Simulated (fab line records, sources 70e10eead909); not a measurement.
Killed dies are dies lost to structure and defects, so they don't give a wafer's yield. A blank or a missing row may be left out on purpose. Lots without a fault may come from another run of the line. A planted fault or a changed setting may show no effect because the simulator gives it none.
Chamber matching | flow nand_harc | NHARC_P_CONTACT_CMP_01 on cmp-03: 4 sister chambers
The step polishes SiO2, target thk 200 nm. 14 wafers are shown with their chamber, then 7 later ones without.

WAFERS WITH THEIR CHAMBER
wafer  | chamber | motor_current_A (A)
L262.1 | 2       | 11.0
L262.2 | 0       | 11.9
L262.5 | 3       | 14.1
L263.1 | 2       | 11.5
L263.4 | 1       | 12.8
L263.6 | 3       | 13.7
L266.1 | 2       | 11.1
L266.3 | 0       | 12.0
L266.4 | 1       | 12.4
L269.1 | 2       | 11.7
L269.3 | 3       | 14.1
L269.6 | 3       | 13.4
L274.1 | 0       | 11.5
L274.3 | 1       | 13.4

SIGNATURES (means of the wafers above)
reading         | chamber 0 | chamber 1 | chamber 2 | chamber 3 | scatter within a chamber
motor_current_A | 11.800    | 12.867    | 11.325    | 13.825    | 0.364
Rule: a wafer's distance from a chamber is the root of the sum, over the readings, of the square of ((its reading less the chamber's mean) divided by the reading's scatter). The wafer belongs to the nearest chamber; if the next one is less than 2 further off, it can't be placed. The scatter: the root of (the sum of the squares of (reading less its chamber's mean) over the shown wafers, divided by (wafers less chambers)).

WAFERS WITHOUT THEIR CHAMBER
wafer  | motor_current_A (A)
L274.5 | 13.3
L279.4 | 12.9
L279.5 | 14.0
L279.6 | 11.5
L283.3 | 11.0
L283.5 | 11.8
L283.6 | 14.3

WHICH CHAMBER EACH WENT THROUGH
wafer  | from the rows above     | in truth
L274.5 | can't be placed: 1 or 3 | 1
L279.4 | 1                       | 1
L279.5 | 3                       | 3
L279.6 | can't be placed: 2 or 0 | 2
L283.3 | can't be placed: 2 or 0 | 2
L283.5 | can't be placed: 0 or 2 | 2
L283.6 | 3                       | 3
Placed correctly: 3 of 7. Can't be placed from these rows: 4 (the true chamber is among the candidates in 4). Placed wrongly: 0.
